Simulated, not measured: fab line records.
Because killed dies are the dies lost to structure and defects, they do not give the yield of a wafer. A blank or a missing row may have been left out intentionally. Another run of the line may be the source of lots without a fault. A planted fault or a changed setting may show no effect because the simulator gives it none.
fab line records	flow n5Finfet
record lots=7	wafers=21
route steps=1938 shown BEOL_M10@1494 BEOL_M11@1539 BEOL_M12@1605
startH: the number of hours between the record's first day and the start of the first shown wafer of the lot	waitH: hours from the lot's prior step to this one	" identical to the entry in the row above	L1.1+2: several wafers, shown together as one row	- no value, or no start was given	* or withheld: withheld	< > ~ a bound
route shown NAME@n: a module of which the file shows steps, and the number in the route of the first	usual: mean/standard deviation taken from wafers without a fault	same: alike in all rows	chamber/n: place in a boat	sites: per-site readings	_std_site: their standard deviation	_edge_site: inner sites' mean taken away from outer sites' mean	radiusMm: for every site, how far away it sits from the centre of the wafer	mask NAME#n: copy n	behind: the most recent tool/chamber to have shaped the wafer	hold: what put the lot on hold/how long, in hours/how the hold closed	device: names the non-switching transistor (n, p or np)	end of line: tests of these same wafers at the route's end	where a step has no rows: the recipe by itself	killed: dies that structure and defects cost at the first sort, which is not the same as the wafer's yield	map: a wafer's dies, x killed, . not, _ none there
set.NAME: the setting the step ran with; set.NAME@STEP: the setting that earlier step ran with	model.NAME: the simulator's own value behind a step, which no gauge read
lots whose settings were changed on purpose; a table a step, a row a wafer
## steps
# step N5_BEOL_M10_COAT_63
# recipe resist=SOC	tempC=250	timeS=60	spinRpm=1500	resistThkNm=100
lot.wafer	tool	chamber	startH	waitH	set.spinRpm	model.SOC_of_BEOL_M10_COAT_63.thkNm
L079.1	lithoTrack-03	0	241.31	0.7	1500	100
L079.2	"	0	"	"	1500	99.8
L079.5	"	0	"	"	1500	99.6
L081.2	lithoTrack-03	0	259.64	0.9	1500	100.4
L081.3	"	0	"	"	1500	100.2
L081.6	"	0	"	"	1500	100
L083.4	lithoTrack-03	0	261.93	0.0	1500	100.2
L083.5	"	0	"	"	1500	100.8
L083.6	"	0	"	"	1554	98.6
L089.1	lithoTrack-04	0	298.08	0.2	1639	95.4
L089.4	"	0	"	"	1500	100
L089.6	"	0	"	"	1639	95.6
L091.1	lithoTrack-04	0	316.59	0.9	1455	101.8
L091.3	"	0	"	"	1455	101.4
L091.4	"	0	"	"	1500	100
L094.1	lithoTrack-03	0	327.07	0.2	1500	100.2
L094.4	"	0	"	"	1596	97.2
L094.6	"	0	"	"	1596	97.4
L095.1	lithoTrack-03	0	333.87	1.1	1500	100.8
L095.3	"	0	"	"	1345	105.8
L095.6	"	0	"	"	1345	106.6
# step N5_BEOL_M10_COAT_64
# recipe resist=SiARC	tempC=220	timeS=60	spinRpm=1500	resistThkNm=30
# step N5_BEOL_M10_COAT_22
# recipe resist=CAR-ArF	spinRpm=1500	resistThkNm=90
# step N5_BEOL_M10_DESCUM_33
# recipe chemistry=O2	timeS=7.9	sourcePowerW=50	biasPowerW=20	pressureMtorr=20	rfFrequencyHz=2.712e+07	tempC=40	resist=CAR-ArF	o2FlowSccm=225
# step N5_BEOL_M10_ETCH_65
# recipe chemistry=CF4	target=SiARC	targetDepthA=390	maskMaterial=CAR-ArF	timeS=65	ionEnergyEv=80	pressureMtorr=40	sourceW=545	biasW=36	Ar_flow_sccm=100	cf4FlowSccm=100	ends=cleared
# step N5_BEOL_M10_ETCH_66
# recipe chemistry=N2/H2	target=SOC	targetDepthA=1200	overetchA=240	maskMaterial=SiARC	tempC=40	timeS=180	ionEnergyEv=200	pressureMtorr=30	sourceW=840	biasW=150	n2FlowSccm=200	h2FlowSccm=200
lot.wafer	tool	chamber	startH	waitH	set.spinRpm@BEOL_M10_COAT_63	model.etch.depthNm
L079.1	rieDiel-05	3	242.05	0.0	1500	99.93
L079.2	"	0	"	"	1500	99.79
L079.5	"	1	"	"	1500	99.69
L081.2+3	rieDiel-05	1,2	260.19	0.0	1500	100.3
L081.6	"	3	"	"	1500	99.95
L083.4	rieDiel-01	0	262.35	0.0	1500	100.2
L083.5	"	0	"	"	1500	100.7
L083.6	"	3	"	"	1554	98.52
L089.1	rieDiel-05	2	298.50	0.0	1639	95.47
L089.4	"	1	"	"	1500	99.99
L089.6	"	3	"	"	1639	95.7
L091.1	rieDiel-05	1	317.01	0.0	1455	101.7
L091.3	"	0	"	"	1455	101.4
L091.4	"	2	"	"	1500	99.98
L094.1	rieDiel-01	1	327.80	0.0	1500	100.2
L094.4	"	2	"	"	1596	97.12
L094.6	"	1	"	"	1596	97.34
L095.1	rieDiel-04	2	334.89	0.0	1500	100.8
L095.3	"	1	"	"	1345	105.8
L095.6	"	0	"	"	1345	106.6
# step N5_BEOL_M10_STRIP_69
# recipe chemistry=N2/H2	tempC=40	n2FlowSccm=200	h2FlowSccm=200	rfFrequencyHz=6e+07
# step N5_BEOL_M10_VIA_ETCH_34
# recipe chemistry=C4F6/O2	target=SiCOH_lowk	targetDepthA=1845	maskMaterial=SOC	taperDeg=4	timeS=69.2	ionEnergyEv=250	pressureMtorr=30	sourceW=345	biasW=185	Ar_flow_sccm=300	C4F6_flow_sccm=10	O2_flow_sccm=10
lot.wafer	tool	chamber	startH	waitH	set.spinRpm@BEOL_M10_COAT_63	model.SOC_of_BEOL_M10_COAT_63.thkNm
L079.1	rieDiel-05	3	242.18	0.0	1500	92
L079.2	"	0	"	"	1500	91.8
L079.5	"	1	"	"	1500	91.6
L081.2	rieDiel-05	1	260.31	0.0	1500	92
L081.3	"	2	"	"	1500	92.4
L081.6	"	3	"	"	1500	91.8
L083.4	rieDiel-01	0	262.48	0.0	1500	92.2
L083.5	"	0	"	"	1500	92.8
L083.6	"	3	"	"	1554	90.4
L089.1	rieDiel-05	2	298.63	0.0	1639	87.6
L089.4	"	1	"	"	1500	92
L089.6	"	3	"	"	1639	87.8
L091.1	rieDiel-05	1	317.13	0.0	1455	93.8
L091.3	"	0	"	"	1455	93.4
L091.4	"	2	"	"	1500	92.2
L094.1	rieDiel-01	1	327.93	0.0	1500	92
L094.4+6	"	2,1	"	"	1596	89.2
L095.1	rieDiel-04	2	335.01	0.0	1500	92.8
L095.3	"	1	"	"	1345	98
L095.6	"	0	"	"	1345	98.4
# step N5_BEOL_M11_PECVD_70
# recipe material=SiO2	targetThkA=200	tempC=400	precursor=TEOS/O2	pressureTorr=5.5	rfW=450	teosFlowSccm=53.8	gas=O2	flowSccm=3000	timeS=22.7
lot.wafer	tool	chamber	startH	waitH	set.timeS	model.SiO2_of_BEOL_M11_PECVD_70.thkNm
L079.1	pecvd-03	1	246.59	0.0	20.79	18.4
L079.2	"	0	"	"	20.79	18
L079.5	"	1	"	"	22.7	20
L081.2+3	pecvd-03	2,0	265.22	0.0	22.7	19.8
L081.6	"	1	"	"	22.7	20.4
L083.4	pecvd-04	0	268.93	0.1	24.72	22.4
L083.5+6	"	2,1	"	"	24.72	22
L089.1	pecvd-04	1	302.79	0.0	23.91	20.8
L089.4	"	2	"	"	23.91	21
L089.6	"	1	"	"	22.7	20
L091.1	pecvd-04	0	323.29	0.0	25.21	22.2
L091.3	"	2	"	"	25.21	22
L091.4	"	2	"	"	22.7	20
L094.1	pecvd-01	2	331.67	0.0	25.63	22.4
L094.4	"	2	"	"	22.7	20.2
L094.6	"	0	"	"	25.63	22.2
L095.1	pecvd-01	0	340.21	0.0	24.96	21.2
L095.3	"	1	"	"	22.7	19.8
L095.6	"	2	"	"	24.96	22
# step N5_BEOL_M11_EXPOSE_08
# recipe maskId=M11	na=1.35	sourceShape=dipole	sigmaInner=0.411	sigmaOuter=0.611	polarization=te	doseMj=53.75
lot.wafer	tool	chamber	startH	waitH	mask	set.doseMj
L079.1	arfiScanner-01	0	248.03	-	M11#0	56.9
L079.2+5	"	0	"	"	M11#0	53.75
L081.2+3+6	arfiScanner-03	0	267.97	-	M11#0	53.75
L083.4+6	arfiScanner-01	0	271.45	-	M11#0	53.75
L083.5	"	0	"	"	M11#0	50.63
L089.1	arfiScanner-03	0	305.33	-	M11#0	53.75
L089.4+6	"	0	"	"	M11#0	52.35
L091.1	arfiScanner-03	0	324.47	-	M11#0	51.91
L091.3+4	"	0	"	"	M11#0	53.75
L094.1+4+6	arfiScanner-03	0	332.07	-	M11#0	53.75
L095.1+3+6	arfiScanner-01	0	341.83	-	M11#0	53.75
# step N5_BEOL_M11_PEB_09
# recipe pebTempC=withheld	pebTimeS=60	resist=CAR-ArF
# step N5_BEOL_M11_DEVELOP_10
# recipe developTimeS=30	developer=TMAH	resist=CAR-ArF	rinseLiquid=diw	dry=airSpin	devTempC=23
# step N5_BEOL_M11_CD_MEAS_11
# recipe targetCdNm=64.1	landingEnergyEv=500	detector=seInlens	polarity=opening
# usual cdNm=64.1/0.47
lot.wafer	tool	chamber	startH	waitH	set.doseMj@BEOL_M11_EXPOSE_08	cdNm
L079.1	cdSem-01	0	248.15	-	56.9	67.1
L079.2	"	0	"	"	53.75	63.7
L079.5	"	0	"	"	53.75	64.3
L081.2	cdSem-03	0	268.09	-	53.75	64.7
L081.3	"	0	"	"	53.75	64.0
L081.6	"	0	"	"	53.75	64.4
L083.4	cdSem-01	0	271.56	-	53.75	64.1
L083.5	"	0	"	"	50.63	61.1
L083.6	"	0	"	"	53.75	64.2
L089.1	cdSem-01	0	305.45	-	53.75	64.2
L089.4	"	0	"	"	52.35	62.5
L089.6	"	0	"	"	52.35	63.2
L091.1	cdSem-03	0	324.60	-	51.91	62.7
L091.3	"	0	"	"	53.75	63.5
L091.4	"	0	"	"	53.75	64.1
L094.1	cdSem-02	0	332.19	-	53.75	64.7
L094.4	"	0	"	"	53.75	64.6
L094.6	"	0	"	"	53.75	63.6
L095.1	cdSem-03	0	341.95	-	53.75	63.5
L095.3	"	0	"	"	53.75	63.7
L095.6	"	0	"	"	53.75	63.8
# step N5_BEOL_M11_DESCUM_16
# recipe chemistry=O2	timeS=7.9	sourcePowerW=50	biasPowerW=20	pressureMtorr=20	rfFrequencyHz=2.712e+07	tempC=40	resist=CAR-ArF	o2FlowSccm=225
# step N5_BEOL_M11_ETCH_61
# recipe chemistry=CF4	target=SiARC	targetDepthA=390	maskMaterial=CAR-ArF	timeS=65	ionEnergyEv=80	pressureMtorr=40	sourceW=545	biasW=36	Ar_flow_sccm=100	cf4FlowSccm=100	ends=cleared
lot.wafer	tool	chamber	startH	waitH	set.doseMj@BEOL_M11_EXPOSE_08	model.BEOL_M11.cdOffsetNm
L079.1	rieDiel-06	0	248.28	0.0	56.9	3.2
L079.2	"	1	"	"	53.75	0
L079.5	"	2	"	"	53.75	0.2
L081.2+6	rieDiel-03	0,1	268.22	0.0	53.75	0.6
L081.3	"	2	"	"	53.75	0
L083.4	rieDiel-06	3	272.56	0.0	53.75	0.2
L083.5	"	3	"	"	50.63	-2.8
L083.6	"	2	"	"	53.75	0
L089.1	rieDiel-02	0	305.58	0.0	53.75	0.4
L089.4	"	2	"	"	52.35	-1.4
L089.6	"	3	"	"	52.35	-1.2
L091.1	rieDiel-02	1	324.77	0.0	51.91	-1.6
L091.3	"	3	"	"	53.75	0
L091.4	"	2	"	"	53.75	0.2
L094.1+4	rieDiel-06	0	333.42	0.0	53.75	0.6
L094.6	"	1	"	"	53.75	-0.2
L095.1+3+6	rieDiel-06	3,2,1	342.11	0.0	53.75	-0.2
# step N5_BEOL_M11_ETCH_62
# recipe chemistry=N2/H2	target=SOC	targetDepthA=1100	overetchA=220	maskMaterial=SiARC	tempC=40	timeS=165	ionEnergyEv=200	pressureMtorr=30	sourceW=840	biasW=150	n2FlowSccm=200	h2FlowSccm=200
lot.wafer	tool	chamber	startH	waitH	set.doseMj@BEOL_M11_EXPOSE_08	model.BEOL_M11.cdOffsetNm
L079.1	rieDiel-06	0	248.33	0.0	56.9	3.4
L079.2	"	1	"	"	53.75	0
L079.5	"	2	"	"	53.75	0.4
L081.2	rieDiel-03	0	268.27	0.0	53.75	0.8
L081.3+6	"	2,1	"	"	53.75	0.2
L083.4+6	rieDiel-06	3,2	272.61	0.0	53.75	0
L083.5	"	3	"	"	50.63	-3
L089.1	rieDiel-02	0	305.63	0.0	53.75	0.2
L089.4	"	2	"	"	52.35	-1.2
L089.6	"	3	"	"	52.35	-1
L091.1	rieDiel-02	1	324.82	0.0	51.91	-1.6
L091.3+4	"	3,2	"	"	53.75	0.2
L094.1+4	rieDiel-06	0	333.47	0.0	53.75	0.8
L094.6	"	1	"	"	53.75	0
L095.1+3	rieDiel-06	3,2	342.16	0.0	53.75	-0.4
L095.6	"	1	"	"	53.75	0
# step N5_BEOL_M11_STRIP_68
# recipe chemistry=N2/H2	tempC=40	n2FlowSccm=200	h2FlowSccm=200	rfFrequencyHz=6e+07
# step N5_BEOL_M11_STRIP_67
# recipe chemistry=CF4	resist=SiARC	powerW=300	biasPowerW=75	pressureMtorr=50	cf4FlowSccm=150	rfFrequencyHz=6e+07
# step N5_BEOL_M11_HM_OPEN_17
# recipe chemistry=Cl2/BCl3	targetDepthA=200	overetchA=60	target=TiN	maskMaterial=SOC	ionEnergyEv=150	pressureMtorr=10	icpW=1000	biasW=126	Cl2_flow_sccm=53.25	bcl3FlowSccm=21.75	Ar_flow_sccm=25
lot.wafer	tool	chamber	startH	waitH	set.doseMj@BEOL_M11_EXPOSE_08	model.BEOL_M11.cdOffsetNm
L079.1	rieMetal-01	1	248.51	0.0	56.9	3.4
L079.2	"	0	"	"	53.75	-0.2
L079.5	"	0	"	"	53.75	0.4
L081.2	rieMetal-03	1	268.45	0.0	53.75	0.6
L081.3	"	0	"	"	53.75	0
L081.6	"	1	"	"	53.75	0.2
L083.4+6	rieMetal-01	0,1	272.83	0.1	53.75	0
L083.5	"	0	"	"	50.63	-3.2
L089.1	rieMetal-02	1	305.82	0.0	53.75	0.2
L089.4	"	1	"	"	52.35	-1.2
L089.6	"	1	"	"	52.35	-1
L091.1	rieMetal-01	0	325.01	0.0	51.91	-1.6
L091.3+4	"	0,1	"	"	53.75	0.2
L094.1+4	rieMetal-01	0	333.66	0.0	53.75	0.8
L094.6	"	1	"	"	53.75	0.2
L095.1	rieMetal-01	0	342.35	0.0	53.75	-0.2
L095.3	"	0	"	"	53.75	-0.4
L095.6	"	0	"	"	53.75	0
# step N5_BEOL_M11_STRIP_19
# recipe chemistry=O2	powerW=400	tempC=40	pressureMtorr=30	rfFrequencyHz=6e+07	biasPowerW=0	overashFraction=0.2	o2FlowSccm=225
# step N5_BEOL_M11_CD_MEAS_18
# recipe pitchNm=140	targetCdNm=70
# usual cdNm=70.1/0.51
lot.wafer	tool	chamber	startH	waitH	set.doseMj@BEOL_M11_EXPOSE_08	cdNm
L079.1	cdSem-03	-	248.70	0.0	56.9	73.3
L079.2	"	-	"	"	53.75	69.5
L079.5	"	-	"	"	53.75	70.0
L081.2	cdSem-03	-	268.75	0.1	53.75	70.8
L081.3	"	-	"	"	53.75	69.8
L081.6	"	-	"	"	53.75	70.3
L083.4	cdSem-01	-	273.11	0.1	53.75	69.9
L083.5	"	-	"	"	50.63	66.8
L083.6	"	-	"	"	53.75	70.0
L089.1	cdSem-01	-	306.15	0.0	53.75	70.0
L089.4	"	-	"	"	52.35	68.3
L089.6	"	-	"	"	52.35	69.0
L091.1	cdSem-02	-	325.19	0.0	51.91	68.4
L091.3	"	-	"	"	53.75	69.9
L091.4	"	-	"	"	53.75	70.3
L094.1	cdSem-01	-	333.96	0.0	53.75	70.8
L094.4	"	-	"	"	53.75	70.7
L094.6	"	-	"	"	53.75	70.3
L095.1	cdSem-02	-	342.54	0.0	53.75	70.1
L095.3	"	-	"	"	53.75	69.4
L095.6	"	-	"	"	53.75	70.1
# step N5_BEOL_M11_COAT_63
# recipe resist=SOC	tempC=250	timeS=60	spinRpm=1500	resistThkNm=100
# step N5_BEOL_M11_COAT_64
# recipe resist=SiARC	tempC=220	timeS=60	spinRpm=1500	resistThkNm=30
# step N5_BEOL_M11_PRECLEAN_42
# recipe chemistry=residueRemover	timeS=60	tempC=40
# step N5_BEOL_M11_SRD_43
# recipe timeS=30	tempC=23	rinseLiquid=diw	dry=ipaMarangoni
# step N5_BEOL_M11_CD_MEAS_35
# recipe targetCdNm=70	polarity=opening
# usual cdNm=70.1/0.52
lot.wafer	tool	chamber	startH	waitH	set.doseMj@BEOL_M11_EXPOSE_08	cdNm
L079.1	cdSem-03	-	253.00	0.0	56.9	73.3
L079.2	"	-	"	"	53.75	70.1
L079.5	"	-	"	"	53.75	70.3
L081.2	cdSem-03	-	271.11	0.0	53.75	70.5
L081.3	"	-	"	"	53.75	70.2
L081.6	"	-	"	"	53.75	70.1
L083.4	cdSem-01	-	274.27	0.0	53.75	69.5
L083.5	"	-	"	"	50.63	66.6
L083.6	"	-	"	"	53.75	69.6
L089.1	cdSem-01	-	307.21	0.0	53.75	70.4
L089.4	"	-	"	"	52.35	69.2
L089.6	"	-	"	"	52.35	68.6
L091.1	cdSem-02	-	328.85	0.0	51.91	68.1
L091.3	"	-	"	"	53.75	70.5
L091.4	"	-	"	"	53.75	70.2
L094.1	cdSem-02	-	335.55	0.0	53.75	70.9
L094.4	"	-	"	"	53.75	70.7
L094.6	"	-	"	"	53.75	70.1
L095.1	cdSem-02	-	345.61	0.0	53.75	69.3
L095.3	"	-	"	"	53.75	69.4
L095.6	"	-	"	"	53.75	69.8
# step N5_BEOL_M12_COAT_04
# recipe spinRpm=1625	resistThkNm=400
lot.wafer	tool	chamber	startH	waitH	set.spinRpm	model.coat_of_BEOL_M12_COAT_04.thkNm
L079.1	lithoTrack-01	0	-	-	1797	382.2
L079.2+5	"	0	"	"	1797	382.8
L081.2	lithoTrack-05	0	-	-	1625	398.2
L081.3	"	0	"	"	1625	397.8
L081.6	"	0	"	"	1625	400.2
L083.4	lithoTrack-03	0	-	-	1625	400
L083.5	"	0	"	"	1625	400.4
L083.6	"	0	"	"	1625	400.6
L089.1	lithoTrack-05	0	-	-	1625	398.8
L089.4+6	"	0	"	"	1695	391.2
L091.1	lithoTrack-01	0	-	-	1529	413
L091.3	"	0	"	"	1529	413.8
L091.4	"	0	"	"	1529	412.8
L094.1	lithoTrack-01	0	-	-	1625	399.8
L094.4	"	0	"	"	1625	400.4
L094.6	"	0	"	"	1562	409.8
L095.1+3	lithoTrack-01	0	-	-	1625	400.2
L095.6	"	0	"	"	1625	400.4
# step N5_BEOL_M12_DESCUM_15
# recipe chemistry=O2	timeS=7.9	sourcePowerW=50	biasPowerW=20	pressureMtorr=20	rfFrequencyHz=2.712e+07	tempC=40	o2FlowSccm=225
lot.wafer	tool	chamber	startH	waitH	set.timeS
L079.1	rieDiel-01	1	256.00	0.1	7.9
L079.2+5	"	0,1	"	"	6.821
L081.2+3+6	rieDiel-01	0,2,0	273.94	0.0	7.9
L083.4+5+6	rieDiel-01	1,2,1	277.42	0.1	7.9
L089.1	rieDiel-05	0	310.91	0.0	8.348
L089.4+6	"	1	"	"	7.9
L091.1+3+4	rieDiel-04	2,0,1	332.74	0.0	7.9
L094.1	rieDiel-01	1	339.57	0.0	7.9
L094.4+6	"	3,1	"	"	6.424
L095.1	rieDiel-04	2	348.54	0.0	7.9
L095.3+6	"	3	"	"	6.33
# step N5_BEOL_M12_ETCH_59
# recipe chemistry=N2/H2	target=BARC	targetDepthA=890	overetchA=267	timeS=67.9	ionEnergyEv=200	pressureMtorr=30	sourceW=840	biasW=150	n2FlowSccm=200	h2FlowSccm=200
lot.wafer	tool	chamber	startH	waitH	set.spinRpm@BEOL_M12_COAT_04	model.coat_of_BEOL_M12_COAT_04.thkNm
L079.1	rieDiel-01	1	256.03	0.0	1797	299.4
L079.2+5	"	0,1	"	"	1797	300.6
L081.2	rieDiel-01	0	273.97	0.0	1625	315.6
L081.3	"	2	"	"	1625	316
L081.6	"	0	"	"	1625	317.8
L083.4	rieDiel-01	1	277.46	0.0	1625	317.2
L083.5	"	2	"	"	1625	319
L083.6	"	1	"	"	1625	318
L089.1	rieDiel-05	0	310.94	0.0	1625	317.8
L089.4	"	1	"	"	1695	310
L089.6	"	1	"	"	1695	309.8
L091.1	rieDiel-04	2	332.77	0.0	1529	330.6
L091.3	"	0	"	"	1529	330.8
L091.4	"	1	"	"	1529	330
L094.1	rieDiel-01	1	339.61	0.0	1625	317.6
L094.4	"	3	"	"	1625	318
L094.6	"	1	"	"	1562	328.6
L095.1+3	rieDiel-04	2,3	348.58	0.0	1625	317.6
L095.6	"	3	"	"	1625	317.2
# step N5_BEOL_M12_VIA_ETCH_16
# recipe chemistry=C4F8/O2/Ar	target=SiOC	pressureMtorr=30	sourceW=3000	biasW=700	Ar_flow_sccm=400	C4F8_flow_sccm=15	O2_flow_sccm=8	heInnerTorr=15	heOuterTorr=30	targetDepthA=7248	timeS=withheld	ionEnergyEv=250	ends=cleared
lot.wafer	tool	chamber	startH	waitH	set.spinRpm@BEOL_M12_COAT_04	model.coat_of_BEOL_M12_COAT_04.thkNm
L079.1	rieDiel-01	1	256.08	0.0	1797	107.4
L079.2	"	0	"	"	1797	107.2
L079.5	"	1	"	"	1797	103.6
L081.2	rieDiel-01	0	274.02	0.0	1625	123
L081.3	"	2	"	"	1625	124.6
L081.6	"	0	"	"	1625	122.8
L083.4	rieDiel-01	1	277.51	0.0	1625	122.8
L083.5	"	2	"	"	1625	126.2
L083.6	"	1	"	"	1625	123
L089.1	rieDiel-05	0	310.99	0.0	1625	126.2
L089.4	"	1	"	"	1695	113.8
L089.6	"	1	"	"	1695	112
L091.1	rieDiel-04	2	332.82	0.0	1529	136
L091.3	"	0	"	"	1529	137.6
L091.4	"	1	"	"	1529	135.2
L094.1	rieDiel-01	1	339.66	0.0	1625	124.2
L094.4	"	3	"	"	1625	121.2
L094.6	"	1	"	"	1562	132.2
L095.1	rieDiel-04	2	348.63	0.0	1625	126
L095.3	"	3	"	"	1625	122.4
L095.6	"	3	"	"	1625	120.6
# step N5_BEOL_M12_STRIP_63
# recipe chemistry=N2/H2	powerW=1000	tempC=250	h2Frac=0.65	overashFraction=0.3	pressureMtorr=1000	n2FlowSccm=1750	h2FlowSccm=3250
# usual stripTimeToEndpointS=42.8/0.72
lot.wafer	tool	chamber	startH	waitH	set.spinRpm@BEOL_M12_COAT_04	stripTimeToEndpointS
L079.1	plasmaAsher-01	0	256.28	-	1797	38.2
L079.2	"	1	"	"	1797	38.2
L079.5	"	0	"	"	1797	37.2
L081.2	plasmaAsher-01	1	274.22	-	1625	42.5
L081.3	"	0	"	"	1625	42.9
L081.6	"	1	"	"	1625	42.4
L083.4	plasmaAsher-02	1	277.73	-	1625	42.4
L083.5	"	0	"	"	1625	43.3
L083.6	"	1	"	"	1625	42.5
L089.1	plasmaAsher-01	1	311.19	-	1625	43.3
L089.4	"	1	"	"	1695	40.0
L089.6	"	0	"	"	1695	39.5
L091.1	plasmaAsher-02	1	333.02	-	1529	46.0
L091.3	"	1	"	"	1529	46.4
L091.4	"	0	"	"	1529	45.7
L094.1	plasmaAsher-02	1	339.86	-	1625	42.8
L094.4	"	0	"	"	1625	42.0
L094.6	"	1	"	"	1562	44.9
L095.1	plasmaAsher-02	1	348.83	-	1625	43.3
L095.3	"	1	"	"	1625	42.3
L095.6	"	0	"	"	1625	41.8
## key
split step=N5_BEOL_M10_COAT_63	setting=spinRpm	stated=1500	by=wafer
response step=N5_BEOL_M10_COAT_63	reading=model.SOC_of_BEOL_M10_COAT_63.thkNm	change=-0.5	per=1%	r=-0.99
response step=N5_BEOL_M10_ETCH_66	reading=model.etch.depthNm	change=-0.496	per=1%	r=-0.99
response step=N5_BEOL_M10_VIA_ETCH_34	reading=model.SOC_of_BEOL_M10_COAT_63.thkNm	change=-0.49	per=1%	r=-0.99
split step=N5_BEOL_M11_PECVD_70	setting=timeS	stated=22.7	by=wafer
response step=N5_BEOL_M11_PECVD_70	reading=model.SiO2_of_BEOL_M11_PECVD_70.thkNm	change=+0.181	per=1%	r=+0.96
split step=N5_BEOL_M11_EXPOSE_08	setting=doseMj	stated=53.75	by=wafer
response step=N5_BEOL_M11_CD_MEAS_11	reading=cdNm	change=+0.502	per=1%	r=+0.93
response step=N5_BEOL_M11_ETCH_61	reading=model.BEOL_M11.cdOffsetNm	change=+0.523	per=1%	r=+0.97
response step=N5_BEOL_M11_ETCH_62	reading=model.BEOL_M11.cdOffsetNm	change=+0.528	per=1%	r=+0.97
response step=N5_BEOL_M11_HM_OPEN_17	reading=model.BEOL_M11.cdOffsetNm	change=+0.548	per=1%	r=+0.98
response step=N5_BEOL_M11_CD_MEAS_18	reading=cdNm	change=+0.565	per=1%	r=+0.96
response step=N5_BEOL_M11_CD_MEAS_35	reading=cdNm	change=+0.549	per=1%	r=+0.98
split step=N5_BEOL_M12_COAT_04	setting=spinRpm	stated=1625	by=wafer
response step=N5_BEOL_M12_COAT_04	reading=model.coat_of_BEOL_M12_COAT_04.thkNm	change=-2.09	per=1%	r=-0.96
response step=N5_BEOL_M12_ETCH_59	reading=model.coat_of_BEOL_M12_COAT_04.thkNm	change=-2.26	per=1%	r=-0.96
response step=N5_BEOL_M12_VIA_ETCH_16	reading=model.coat_of_BEOL_M12_COAT_04.thkNm	change=-2.8	per=1%	r=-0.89
response step=N5_BEOL_M12_STRIP_63	reading=stripTimeToEndpointS	change=*	per=1%	r=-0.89
split step=N5_BEOL_M12_DESCUM_15	setting=timeS	stated=7.9	by=wafer
response none clear
